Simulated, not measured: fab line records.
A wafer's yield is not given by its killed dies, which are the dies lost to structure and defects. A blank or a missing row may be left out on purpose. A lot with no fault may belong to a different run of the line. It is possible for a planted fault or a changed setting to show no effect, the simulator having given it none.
Matching of chambers ; flow nand harc ; NHARC_A_BONDPAD_CMP_29 on cmp-02: 4 sister chambers
The step polishes SiCN, target thk 200 nm. 18 wafers are shown with their chamber, then 9 later ones without.

## WAFERS PAIRED WITH THEIR CHAMBERS
wafer;chamber;motor current A (A)
L082.2;2;11.0
L082.3;3;11.7
L082.4;1;13.2
L082.1;0;11.2
L082.5;0;11.1
L082.6;3;11.8
L084.1;2;10.9
L084.3;3;11.8
L084.6;3;11.8
L084.2;1;13.2
L084.4;0;11.2
L084.5;0;11.8
L086.4;1;13.9
L086.5;1;14.7
L086.6;0;12.0
L092.1;2;11.0
L092.3;0;10.7
L092.5;1;13.7

SIGNATURES (means of the wafers above)
reading;chamber 0;chamber 1;chamber 2;chamber 3;scatter within a chamber
motor current A;11.333;13.740;10.967;11.775;0.439
Rule: a wafer's distance from a chamber is the root of the sum, over the readings, of the square of ((its reading less the chamber's mean) divided by the reading's scatter). If the next closest chamber is less than 2 further off than the closest, the wafer can't be placed; otherwise it belongs to the closest. The scatter is the square root of a quotient: the sum, over the shown wafers, of each reading's squared deviation from its chamber's mean, divided by wafers minus chambers.

## WAFERS MISSING THEIR CHAMBER
wafer;motor current A (A)
L093.3;11.1
L093.4;13.6
L093.5;12.3
L094.1;11.8
L094.2;12.8
L094.3;11.2
L094.4;13.8
L094.5;11.3
L094.6;12.4

## CHAMBER TAKEN BY EACH
wafer;from the rows above;in truth
L093.3;can't be placed: 2 or 0 or 3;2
L093.4;1;1
L093.5;can't be placed: 3 or 0 or 2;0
L094.1;can't be placed: 3 or 0 or 2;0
L094.2;can't be placed: 1 or 3 or 0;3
L094.3;can't be placed: 0 or 2 or 3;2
L094.4;1;1
L094.5;can't be placed: 0 or 2 or 3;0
L094.6;can't be placed: 3 or 0 or 1 or 2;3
Placed correctly: 2 of 9. Can't be placed from these rows: 7 (the true chamber is among the candidates in 7). Number placed wrongly: 0.
